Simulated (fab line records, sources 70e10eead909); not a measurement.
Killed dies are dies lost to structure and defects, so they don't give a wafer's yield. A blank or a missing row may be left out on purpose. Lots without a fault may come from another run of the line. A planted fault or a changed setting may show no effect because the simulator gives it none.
fab line records | flow nand_harc
record lots=24 wafers=72 last_day=34
route steps=1302 shown P_STI@83 P_GATE@175 P_CONTACT@217 P_M0@264
lots that met no fault: from a run of the same line without faults
start_h: hours from the record's first day to the start of the lot's first wafer shown | wait_h: hours since the lot's step before | " the same as in the row above | L1.1+2: a row that stands for several wafers | - no value, or no start given | * or withheld: withheld | < > ~ a bound
route shown NAME@n: a module of which the file shows steps, and the number in the route of the first | usual: mean/standard deviation of fault-free wafers | same: alike in all rows | chamber/n: place in a boat | sites: the reading at each site | _std_site: their standard deviation | _edge_site: outer sites' mean less inner sites' | radius_mm: how far each site lies from the wafer's centre | mask NAME#n: copy n | behind: the tool/chamber that last shaped the wafer | hold: why the lot was held/for how many hours/how that ended | device: the transistor (n, p or np) that didn't switch | end of line: the same wafers' tests at the end of the route | a step without rows: its recipe alone | killed: dies lost to structure and defects at the first sort, not the wafer's yield | map: a wafer's dies, x killed, . not, _ none there
set.NAME: the setting as run; set.NAME@STEP: as run at that earlier step | model.NAME: the simulator's own value behind a step, which no gauge read
steps of the route over a sample of lots; a table a step, a row a wafer
services: from which hour (start_h, from the record's first day; less than 0 if before it) a tool's chamber was out of use, for how many hours, and why
## steps
# step NHARC_P_STI_CD_MEAS_09
# recipe target_cd_nm=200 landing_energy_ev=500
# usual cd_nm=199.6/2
# columns lot.wafer tool chamber start_h wait_h cd_nm
L074.1 cd_sem-03 0 44.93 - 200.5
L074.2 " 0 " " 200.7
L074.3 " 0 " " 197.8
L075.1 cd_sem-02 0 55.80 - 197.8
L075.2 " 0 " " 199.4
L075.4 " 0 " " 196.9
L076.3 cd_sem-03 0 62.16 - 201.6
L076.5 " 0 " " 201.5
L076.6 " 0 " " 202.1
L077.1 cd_sem-01 0 73.23 - 200.5
L077.2 " 0 " " 200.5
L077.3 " 0 " " 199.7
L078.1 cd_sem-02 0 82.83 - 200.8
L078.4 " 0 " " 201.1
L078.5 " 0 " " 201.1
L079.4 cd_sem-01 0 93.70 - 198.1
L079.5 " 0 " " 198.8
L079.6 " 0 " " 197.5
L080.1 cd_sem-01 0 106.10 - 200.1
L080.2 " 0 " " 200.5
L080.4 " 0 " " 200.9
L081.2 cd_sem-03 0 117.12 - 201.9
L081.3 " 0 " " 202.2
L081.6 " 0 " " 204.2
L082.2 cd_sem-01 0 122.76 - 199.0
L082.5 " 0 " " 200.6
L082.6 " 0 " " 200.0
L083.2 cd_sem-02 0 133.59 - 196.7
L083.4 " 0 " " 194.5
L083.5 " 0 " " 197.1
L084.2 cd_sem-02 0 143.36 - 202.4
L084.4 " 0 " " 201.6
L084.6 " 0 " " 202.4
L085.2 cd_sem-01 0 152.61 - 198.3
L085.3 " 0 " " 199.5
L085.4 " 0 " " 198.7
L086.2 cd_sem-01 0 164.49 - 199.2
L086.3 " 0 " " 198.7
L086.5 " 0 " " 199.6
L087.2 cd_sem-03 0 172.43 - 201.7
L087.3 " 0 " " 201.0
L087.4 " 0 " " 202.0
L088.2 cd_sem-03 0 184.17 - 199.0
L088.3 " 0 " " 200.9
L088.6 " 0 " " 198.9
L089.1 cd_sem-03 0 192.84 - 197.4
L089.2 " 0 " " 198.0
L089.4 " 0 " " 197.0
L090.2 cd_sem-03 0 203.28 - 200.5
L090.3 " 0 " " 198.3
L090.6 " 0 " " 199.9
L091.1 cd_sem-03 0 212.35 - 199.6
L091.3 " 0 " " 199.6
L091.4 " 0 " " 198.3
L092.1 cd_sem-03 0 227.44 - 199.1
L092.5 " 0 " " 200.4
L092.6 " 0 " " 200.8
L093.1 cd_sem-03 0 235.53 - 203.5
L093.3 " 0 " " 204.4
L093.5 " 0 " " 202.4
L094.3 cd_sem-03 0 247.25 - 199.8
L094.4 " 0 " " 200.5
L094.5 " 0 " " 197.8
L095.1 cd_sem-03 0 258.05 - 198.2
L095.4 " 0 " " 197.7
L095.5 " 0 " " 197.0
L096.3 cd_sem-03 0 262.34 - 198.5
L096.4 " 0 " " 198.2
L096.5 " 0 " " 196.9
L097.1 cd_sem-03 0 273.46 - 198.8
L097.4 " 0 " " 201.1
L097.5 " 0 " " 200.8
# step NHARC_P_GATE_STRIP_75
# recipe power_w=1500 temp_c=250 chemistry=O2
# usual drypump_motor_current_A=5.5/0.37 heater_power_w=333/54
# columns lot.wafer tool chamber start_h wait_h drypump_motor_current_A heater_power_w rf_hours_counter_h
L074.1 plasma_asher-02 1 114.79 0.3 6.0 329 16
L074.2 " 0 " " 5.2 419 16
L074.3 " 1 " " 6.0 315 -
L075.2 plasma_asher-02 0 121.04 0.2 5.3 397 18
L075.1 " 1 " " 6.0 320 18
L075.4 " 1 " " 6.0 324 -
L076.3 plasma_asher-01 1 134.58 0.2 5.7 284 -
L076.5 " 1 " " 5.6 281 -
L076.6 " 0 " " 5.1 284 -
L077.2 plasma_asher-01 1 140.32 0.2 5.7 282 11
L077.1 " 0 " " 5.1 281 11
L077.3 " 0 " " 5.1 284 -
L078.1 plasma_asher-02 0 147.14 0.2 5.2 403 24
L078.4 " 0 " " 5.2 409 -
L078.5 " 1 " " 6.0 330 -
L079.4 plasma_asher-02 0 159.79 0.1 5.2 399 -
L079.5 " 1 " " 6.1 325 -
L079.6 " 0 " " 5.2 414 -
L080.2 plasma_asher-01 1 168.64 0.2 5.6 296 19
L080.1 " 0 " " 5.1 281 19
L080.4 " 0 " " 5.1 278 -
L081.2 plasma_asher-02 1 185.04 0.2 6.0 323 33
L081.3 " 1 " " 6.0 318 -
L081.6 " 1 " " 6.0 323 -
L082.2 plasma_asher-02 0 185.41 0.2 5.2 414 34
L082.6 " 1 " " 6.0 322 -
L082.5 " 0 " " 5.2 413 -
L083.2 plasma_asher-02 0 210.80 0.2 5.2 409 38
L083.4 " 1 " " 6.0 319 -
L083.5 " 0 " " 5.2 396 -
L084.2 plasma_asher-01 0 211.14 0.2 5.1 297 5
L084.4 " 0 " " 5.1 302 -
L084.6 " 1 " " 5.7 285 -
L085.2 plasma_asher-01 0 219.72 0.3 5.1 298 7
L085.4 " 0 " " 5.2 296 -
L085.3 " 1 " " 5.6 291 -
L086.2 plasma_asher-02 1 234.23 0.2 6.0 312 44
L086.3 " 0 " " 5.2 398 -
L086.5 " 1 " " 6.1 323 -
L087.2 plasma_asher-01 0 234.54 0.2 5.1 303 10
L087.3 " 0 " " 5.1 293 -
L087.4 " 1 " " 5.6 286 -
L088.2 plasma_asher-01 1 258.08 0.3 5.7 298 14
L088.3 " 1 " " 5.6 293 -
L088.6 " 0 " " 5.1 296 -
L089.1 plasma_asher-02 1 259.91 0.2 6.1 326 1
L089.2 " 0 " " 5.2 437 1
L089.4 " 0 " " 5.2 437 -
L090.2 plasma_asher-02 0 276.63 0.3 5.2 432 4
L090.3 " 1 " " 6.0 320 -
L090.6 " 0 " " 5.2 447 -
L091.1 plasma_asher-01 0 281.18 0.3 5.1 302 20
L091.4 " 0 " " 5.1 295 -
L091.3 " 1 " " 5.7 288 -
L092.1 plasma_asher-02 0 288.99 0.3 5.2 432 9
L092.5 " 0 " " 5.2 429 -
L092.6 " 1 " " 6.1 332 -
L093.1 plasma_asher-01 1 307.13 0.2 5.6 288 23
L093.3 " 1 " " 5.6 284 -
L093.5 " 1 " " 5.7 285 -
L094.4 plasma_asher-01 0 314.83 0.2 5.1 300 -
L094.3 " 1 " " 5.6 285 -
L094.5 " 0 " " 5.1 292 -
L096.3 plasma_asher-01 0 328.77 0.2 5.1 300 -
L096.4 " 1 " " 5.6 285 -
L096.5 " 0 " " 5.1 290 -
L095.1 plasma_asher-02 1 329.40 0.2 6.1 328 14
L095.4 " 0 " " 5.3 437 -
L095.5 " 1 " " 6.1 330 -
L097.1 plasma_asher-02 1 338.67 0.2 6.1 329 16
L097.4 " 1 " " 6.0 327 -
L097.5 " 0 " " 5.2 420 -
# step NHARC_P_GATE_STRIP_113
# recipe power_w=1500 temp_c=110 time_s=740 chemistry=N2/H2
# usual drypump_motor_current_A=5.5/0.37 heater_power_w=89/14
# columns lot.wafer tool chamber start_h wait_h drypump_motor_current_A heater_power_w rf_hours_counter_h
L074.1 plasma_asher-02 0 118.13 0.3 5.2 109 17
L074.2 " 1 " " 6.1 85 17
L074.3 " 1 " " 6.1 86 -
L075.1 plasma_asher-01 0 135.70 0.2 5.1 76 9
L075.2 " 1 " " 5.6 76 9
L075.4 " 1 " " 5.6 76 -
L076.3 plasma_asher-02 0 137.79 0.4 5.2 109 -
L076.6 " 0 " " 5.3 111 -
L076.5 " 1 " " 6.1 86 -
L077.2 plasma_asher-02 0 143.41 0.2 5.3 108 23
L077.1 " 1 " " 6.0 87 23
L077.3 " 1 " " 6.0 85 -
L078.1 plasma_asher-02 1 150.32 0.3 6.0 84 25
L078.4 " 0 " " 5.2 111 -
L078.5 " 1 " " 6.0 87 -
L079.4 plasma_asher-01 0 163.21 0.3 5.1 72 -
L079.6 " 0 " " 5.1 75 -
L079.5 " 1 " " 5.7 75 -
L080.2 plasma_asher-02 0 172.00 0.2 5.2 109 31
L080.1 " 1 " " 6.0 89 31
L080.4 " 0 " " 5.2 109 -
L081.2 plasma_asher-02 0 188.25 0.2 5.2 106 34
L081.3 " 0 " " 5.2 111 -
L081.6 " 0 " " 5.2 108 -
L082.2 plasma_asher-01 0 188.67 0.4 5.1 81 2
L082.5 " 0 " " 5.1 78 -
L082.6 " 1 " " 5.7 75 -
L083.2 plasma_asher-02 1 214.19 0.3 6.0 84 38
L083.4 " 0 " " 5.3 107 -
L083.5 " 0 " " 5.2 110 -
L084.2 plasma_asher-02 0 216.43 0.3 5.3 109 39
L084.4 " 1 " " 6.0 89 -
L084.6 " 0 " " 5.3 107 -
L085.2 plasma_asher-02 0 222.78 0.2 5.2 108 41
L085.3 " 0 " " 5.2 107 -
L085.4 " 1 " " 6.0 85 -
L086.2 plasma_asher-01 1 237.53 0.3 5.7 77 10
L086.3 " 1 " " 5.7 77 -
L086.5 " 0 " " 5.1 79 -
L087.2 plasma_asher-02 0 237.90 0.3 5.2 110 45
L087.3 " 1 " " 6.0 86 -
L087.4 " 0 " " 5.3 107 -
L088.2 plasma_asher-01 1 261.24 0.2 5.6 75 15
L088.3 " 1 " " 5.6 77 -
L088.6 " 0 " " 5.2 80 -
L089.1 plasma_asher-01 0 263.12 0.2 5.1 80 16
L089.2 " 1 " " 5.7 76 16
L089.4 " 0 " " 5.1 78 -
L090.2 plasma_asher-02 1 279.96 0.3 6.1 86 5
L090.3 " 1 " " 6.1 86 -
L090.6 " 0 " " 5.2 117 -
L091.1 plasma_asher-02 1 284.29 0.2 6.1 87 8
L091.3 " 1 " " 6.0 87 -
L091.4 " 0 " " 5.3 117 -
L092.1 plasma_asher-02 1 292.29 0.3 6.1 87 9
L092.6 " 0 " " 5.2 117 -
L092.5 " 1 " " 6.0 85 -
L093.1 plasma_asher-01 0 310.27 0.3 5.1 80 23
L093.3 " 0 " " 5.1 81 -
L093.5 " 0 " " 5.1 81 -
L094.3 plasma_asher-01 1 318.08 0.4 5.7 76 -
L094.4 " 0 " " 5.1 79 -
L094.5 " 0 " " 5.1 81 -
L096.3 plasma_asher-01 1 332.02 0.4 5.6 75 -
L096.4 " 0 " " 5.1 82 -
L096.5 " 1 " " 5.6 77 -
L095.1 plasma_asher-01 0 332.69 0.4 5.1 79 29
L095.4 " 1 " " 5.7 77 -
L095.5 " 0 " " 5.1 80 -
L097.1 plasma_asher-01 0 341.82 0.2 5.1 79 31
L097.4 " 0 " " 5.1 76 -
L097.5 " 1 " " 5.7 76 -
# step NHARC_P_CONTACT_DEP_30
# recipe target_thk_a=300 temp_c=400 target_thk_nm=30 flow_sccm=200 rf_w=450 material=SiNx
# usual heater_power_w=761/87
# columns lot.wafer tool chamber start_h wait_h heater_power_w
L074.3 pecvd-01 1 120.77 0.1 776
L074.1 " 2 " " 899
L074.2 " 0 " " 617
L075.1 pecvd-02 0 138.40 0.1 829
L075.2 " 1 " " 838
L075.4 " 2 " " 576
L076.3 pecvd-02 0 140.27 0.1 789
L076.6 " 1 " " 762
L076.5 " 2 " " 543
L077.3 pecvd-03 1 146.05 0.1 805
L077.1 " 2 " " 739
L077.2 " 0 " " 727
L078.1 pecvd-03 2 152.87 0.1 831
L078.5 " 0 " " 742
L078.4 " 2 " " 834
L079.6 pecvd-03 1 165.69 0.2 782
L079.5 " 2 " " 723
L079.4 " 0 " " 700
L080.2 pecvd-01 2 174.60 0.1 851
L080.1 " 1 " " 759
L080.4 " 2 " " 860
L081.2 pecvd-02 1 190.99 0.1 857
L081.3 " 1 " " 872
L081.6 " 0 " " 774
L082.2 pecvd-01 1 191.36 0.1 686
L082.6 " 2 " " 793
L082.5 " 1 " " 673
L083.2 pecvd-01 2 216.71 0.1 842
L083.5 " 2 " " 845
L083.4 " 0 " " 764
L084.2 pecvd-03 0 218.94 0.1 745
L084.6 " 1 " " 803
L084.4 " 2 " " 763
L085.2 pecvd-02 0 225.44 0.1 783
L085.3 " 1 " " 770
L085.4 " 0 " " 769
L086.3 pecvd-01 2 240.16 0.1 737
L086.2 " 0 " " 665
L086.5 " 0 " " 659
L087.2 pecvd-03 2 240.45 0.1 749
L087.3 " 0 " " 727
L087.4 " 0 " " 701
L088.2 pecvd-03 0 263.86 0.1 733
L088.3 " 1 " " 740
L088.6 " 0 " " 738
L089.2 pecvd-02 1 265.72 0.1 889
L089.1 " 0 " " 851
L089.4 " 1 " " 872
L090.2 pecvd-02 0 282.48 0.1 904
L090.3 " 1 " " 836
L090.6 " 1 " " 833
L091.1 pecvd-03 2 286.88 0.1 736
L091.3 " 1 " " 825
L091.4 " 0 " " 723
L092.1 pecvd-03 0 294.85 0.1 640
L092.6 " 1 " " 667
L092.5 " 0 " " 645
L093.3 pecvd-03 2 312.76 0.1 842
L093.1 " 1 " " 801
L093.5 " 0 " " 763
L094.3 pecvd-02 0 320.59 0.1 889
L094.4 " 0 " " 888
L094.5 " 2 " " 548
L096.3 pecvd-02 1 334.43 0.1 908
L096.4 " 1 " " 909
L096.5 " 2 " " 573
L095.1 pecvd-03 1 335.25 0.1 818
L095.5 " 2 " " 778
L095.4 " 1 " " 799
L097.1 pecvd-03 2 344.44 0.1 754
L097.4 " 2 " " 738
L097.5 " 0 " " 766
# step NHARC_P_CONTACT_CMP_01
# recipe target_thk_nm=200 material=SiO2
# usual motor_current_A=11.9/0.87 slurry_flow_ml_min=150.0/0.48
# columns lot.wafer tool chamber start_h wait_h motor_current_A slurry_flow_ml_min
L074.3 cmp-03 0 121.51 - 11.2 149.1
L074.1 " 1 " " 12.3 150.0
L074.2 " 3 " " 13.2 150.1
L075.4 cmp-02 0 139.12 - 11.1 149.9
L075.2 " 1 " " 10.9 149.5
L075.1 " 2 " " 12.6 150.0
L076.3 cmp-01 1 140.91 - 12.0 150.5
L076.5 " 1 " " 11.8 150.1
L076.6 " 2 " " 11.2 150.7
L077.3 cmp-02 3 146.77 - 12.7 150.3
L077.1 " 1 " " 11.4 150.3
L077.2 " 2 " " 12.4 149.7
L078.1 cmp-03 0 153.50 - 11.3 149.4
L078.4 " 3 " " 13.3 150.7
L078.5 " 0 " " 11.0 150.7
L079.4 cmp-03 1 166.34 - 12.9 150.4
L079.5 " 3 " " 12.8 149.3
L079.6 " 0 " " 11.0 150.6
L080.1 cmp-03 1 175.31 - 12.7 149.3
L080.2 " 3 " " 12.9 149.6
L080.4 " 0 " " 11.2 149.8
L081.2 cmp-03 3 191.96 0.5 13.1 149.3
L081.3 " 1 " " 12.4 149.5
L081.6 " 0 " " 10.8 149.0
L082.2 cmp-01 0 192.05 - 13.2 149.8
L082.5 " 2 " " 11.8 150.2
L082.6 " 3 " " 11.3 150.4
L083.2 cmp-02 3 217.43 - 12.9 149.4
L083.4 " 0 " " 11.3 149.9
L083.5 " 1 " " 11.3 149.9
L084.2 cmp-02 2 219.65 - 12.9 150.0
L084.4 " 3 " " 12.9 150.7
L084.6 " 2 " " 12.8 149.9
L085.2 cmp-02 0 226.34 0.5 10.9 149.9
L085.3 " 2 " " 11.8 149.7
L085.4 " 3 " " 12.8 150.3
L086.3 cmp-03 0 240.83 - 11.2 149.7
L086.2 " 1 " " 12.6 149.8
L086.5 " 0 " " 11.5 149.6
L087.4 cmp-02 3 241.12 - 12.2 149.9
L087.2 " 0 " " 11.4 150.2
L087.3 " 2 " " 12.8 149.3
L088.2 cmp-02 0 264.55 - 11.1 150.3
L088.3 " 1 " " 11.6 149.8
L088.6 " 3 " " 12.7 149.9
L089.1 cmp-03 3 266.45 - 13.3 150.0
L089.2 " 0 " " 10.9 149.3
L089.4 " 1 " " 12.0 150.2
L090.3 cmp-03 1 283.18 - 12.6 150.6
L090.2 " 3 " " 12.6 150.5
L090.6 " 1 " " 12.6 150.0
L091.3 cmp-03 1 287.60 - 12.7 150.7
L091.1 " 3 " " 13.1 149.8
L091.4 " 0 " " 10.6 150.8
L092.1 cmp-01 0 295.51 - 12.5 149.4
L092.5 " 3 " " 11.6 150.3
L092.6 " 0 " " 12.8 149.7
L093.3 cmp-03 2 313.47 - 10.8 149.9
L093.1 " 1 " " 13.0 150.0
L093.5 " 3 " " 12.8 149.7
L094.4 cmp-03 0 321.35 - 10.7 150.6
L094.3 " 1 " " 12.5 150.1
L094.5 " 2 " " 10.4 150.4
L096.3 cmp-02 2 335.10 - 12.0 151.2
L096.4 " 3 " " 11.9 149.4
L096.5 " 2 " " 12.9 150.5
L095.4 cmp-01 1 335.88 - 12.3 149.1
L095.1 " 0 " " 12.6 150.7
L095.5 " 1 " " 11.8 149.2
L097.4 cmp-01 1 345.16 - 11.4 149.9
L097.1 " 2 " " 12.0 149.7
L097.5 " 2 " " 11.6 149.6
# step NHARC_P_M0_OVL_MEAS_10
# recipe pitch_nm=180
# usual overlay_x_nm=-0.1/0.65 overlay_y_nm=-0.3/0.73
# columns lot.wafer tool chamber start_h wait_h overlay_x_nm overlay_y_nm
L074.1 overlay-01 - 126.46 - -0.3 -0.4
L074.2 " - " " -0.6 0.0
L074.3 " - " " -0.9 -0.1
L075.1 overlay-01 - 144.19 - -0.1 0.1
L075.2 " - " " 0.6 0.0
L075.4 " - " " 1.3 -0.1
L076.3 overlay-01 - 146.00 - -0.4 -1.1
L076.5 " - " " -0.2 -1.7
L076.6 " - " " -0.2 -1.1
L077.1 overlay-02 - 151.75 - -1.2 -1.6
L077.2 " - " " -1.4 -2.0
L077.3 " - " " -0.7 -1.7
L078.1 overlay-01 - 158.49 - 1.0 0.0
L078.4 " - " " 0.4 0.1
L078.5 " - " " 0.5 0.5
L079.4 overlay-01 - 171.16 - -0.8 0.5
L079.5 " - " " -0.4 0.8
L079.6 " - " " -0.3 1.0
L080.1 overlay-01 - 180.42 - 1.4 -1.0
L080.2 " - " " 1.1 -1.1
L080.4 " - " " 0.8 -1.7
L081.2 overlay-01 - 197.38 - 0.1 -0.7
L081.3 " - " " 0.0 -0.1
L081.6 " - " " 0.0 -0.6
L082.2 overlay-02 - 198.07 - 0.6 0.0
L082.5 " - " " 0.9 0.2
L082.6 " - " " 0.2 -0.3
L083.2 overlay-02 - 222.50 - 0.3 0.0
L083.4 " - " " 0.5 0.2
L083.5 " - " " 0.5 -0.2
L084.2 overlay-02 - 224.91 - -0.6 0.6
L084.4 " - " " -0.8 0.9
L084.6 " - " " -1.5 0.6
L085.2 overlay-02 - 231.50 - -0.8 0.2
L085.3 " - " " -1.3 0.3
L085.4 " - " " -1.5 0.0
L086.2 overlay-01 - 245.94 - 0.4 -0.1
L086.3 " - " " 0.2 -0.2
L086.5 " - " " 0.0 -0.1
L087.2 overlay-01 - 246.45 - -0.5 -0.5
L087.3 " - " " -0.7 -0.3
L087.4 " - " " 0.2 -0.7
L088.2 overlay-01 - 269.76 - -0.8 -0.4
L088.3 " - " " -0.6 -0.6
L088.6 " - " " -0.5 -0.2
L089.1 overlay-02 - 271.57 - 0.2 0.5
L089.2 " - " " -0.4 0.4
L089.4 " - " " -0.3 0.1
L090.2 overlay-02 - 288.79 - -0.8 -1.2
L090.3 " - " " -0.2 -0.9
L090.6 " - " " -0.8 -1.2
L091.1 overlay-01 - 292.96 - 0.3 0.7
L091.3 " - " " 0.6 0.7
L091.4 " - " " 0.3 0.5
L092.1 overlay-01 - 300.53 - -0.3 -1.2
L092.5 " - " " -0.2 -1.0
L092.6 " - " " -0.4 -0.6
L093.1 overlay-01 - 318.46 - -0.6 -0.4
L093.3 " - " " -0.6 0.2
L093.5 " - " " -0.7 -0.1
L094.3 overlay-01 - 326.38 - -0.1 -1.1
L094.4 " - " " -0.1 -1.6
L094.5 " - " " -0.4 -1.6
L096.3 overlay-02 - 339.98 - 0.3 -0.6
L096.4 " - " " 0.2 -0.9
L096.5 " - " " -0.1 -0.6
L095.1 overlay-01 - 340.97 - 0.4 0.0
L095.4 " - " " 1.1 0.2
L095.5 " - " " 0.1 0.3
L097.1 overlay-01 - 350.15 - -0.4 0.9
L097.4 " - " " -0.3 0.5
L097.5 " - " " 0.0 0.5
## services
# columns tool chamber start_h hours kind
cmp-03 - 106.26 6.6 repair
cmp-02 - 107.25 1.3 repair
pecvd-03 - 116.44 2.9 repair
plasma_asher-02 - 121.26 12.7 repair
cmp-02 - 134.59 4.0 pm
cmp-03 - 136.15 0.7 repair
pecvd-03 - 156.95 2.4 repair
cmp-02 - 158.99 2.9 repair
cmp-03 - 162.06 4.0 pm
cmp-02 - 163.97 3.2 repair
plasma_asher-01 - 170.55 9.0 pm
cmp-02 - 170.73 1.1 repair
pecvd-03 - 185.19 13.0 pm
pecvd-02 2 185.88 12.9 repair
pecvd-03 2 205.10 8.6 repair
pecvd-02 2 222.39 4.6 repair
pecvd-02 - 227.16 13.0 pm
cmp-03 - 244.55 9.8 repair
plasma_asher-02 - 249.23 9.0 pm
cmp-03 - 260.06 4.0 pm
plasma_asher-01 - 281.59 2.3 repair
cmp-03 - 288.11 6.7 repair
cmp-03 - 299.89 0.6 repair
plasma_asher-01 - 325.18 1.6 repair
## key
fault none
